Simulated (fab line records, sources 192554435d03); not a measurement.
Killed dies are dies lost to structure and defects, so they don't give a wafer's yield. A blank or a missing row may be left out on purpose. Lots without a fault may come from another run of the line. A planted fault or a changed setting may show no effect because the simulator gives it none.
Problem report in the 8D (eight disciplines) form, filled by code | flow n5_finfet | the parts of the form that need people (team, actions taken, sign-off) are left out

1. THE PROBLEM
run_length_s at N5_BEOL_M0_SAQP_COAT_82 reads a mean of 69.08 s on 1 wafer of 1 lot; wafers without a fault read 66.19 s with a standard deviation of 0.17. That is +17 standard deviations from the usual mean.
The step: time 60 s, resist thk 30 nm.
First seen on wafer L359.3, day 7 23:50, on litho_track-01. The record holds 29 wafers of 10 lots with a number at this step. Rule for "out", or "out of limits": more than 4 standard deviations from the usual mean. The other wafers with a number count as sound.

2. WHAT IT IS AND WHAT IT IS NOT
question                    | is               | is not
which readings at this step | run_length_s     | dispense_pressure_kPa
which lots                  | L359             | L351, L353, L354, L356, L357, L358, L371, L372, L373
which wafers of those lots  | L359.3           | L359.1
read on which tools         | litho_track-01   | litho_track-03, litho_track-05
when                        | from day 7 23:50 | up to then (19 sound wafers); but 9 sound wafers of L371, L372, L373 came after

3. SUSPECTS, AND WHAT RULES EACH OUT
Counting: a tool at a process step up to the reading stays a suspect if it ran every lot that is out. Sound lots after the first of them don't rule it out here, since some wafers of a struck lot are sound.
- plasma_asher-02 at N5_MOL_CONTACT_COAG_STRIP_49 (strips in N2/H2, time 30 s): kept. It ran the lot that is out, L359 (day 7 17:33); its last sound lot up to then is L357 (day 6 22:25).
- pecvd-04 at N5_BEOL_M0_SAQP_HM_DEP_111 (deposits SiO2 from SiH4/N2O, target thk 12 nm, time 7.2 s): kept. It ran the lot that is out, L359 (day 7 23:44); its last sound lot up to then is L358 (day 7 11:03).
- litho_track-01 at N5_BEOL_M0_SAQP_COAT_82 (time 60 s, resist thk 30 nm): kept. It ran the lot that is out, L359 (day 7 23:50); its last sound lot up to then is L358 (day 7 11:08). Its own readings are out on those wafers: run_length_s.
Left after counting: plasma_asher-02 at N5_MOL_CONTACT_COAG_STRIP_49, pecvd-04 at N5_BEOL_M0_SAQP_HM_DEP_111, litho_track-01 at N5_BEOL_M0_SAQP_COAT_82.

4. THE CAUSE (what the simulator had put in)
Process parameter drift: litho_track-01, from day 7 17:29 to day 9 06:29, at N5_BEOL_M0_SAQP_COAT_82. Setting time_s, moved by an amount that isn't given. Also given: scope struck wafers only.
Counting left 3 suspects, and this tool is among them.

5. THE CHAIN OF EFFECTS, in route order
Each row: a reading whose mean over the struck wafers that have a number lies more than 3 standard deviations from the usual. Only readings for which the record gives a usual standard deviation are gone through. hours: the time from each lot's start at the first step in this table that gives one to its start at this step, as a median over the lots. sigmas: the change in usual standard deviations.
hours | step                    | reading      | usual   | on struck wafers | change | sigmas
0     | N5_BEOL_M0_SAQP_COAT_82 | run_length_s | 66.19 s | 69.08            | +2.89  | +17
The process steps in it:
- N5_BEOL_M0_SAQP_COAT_82: time 60 s, resist thk 30 nm.
Later measuring or inspecting steps at which every struck wafer that the step has a row for has a number for every such reading, and none has moved that far: N5_BEOL_M4_RC_MEAS_101.

6. WHAT WOULD HAVE CAUGHT IT SOONER
In this record the first reading out of limits was taken at day 7 23:50, 6 hours after the fault began at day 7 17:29.
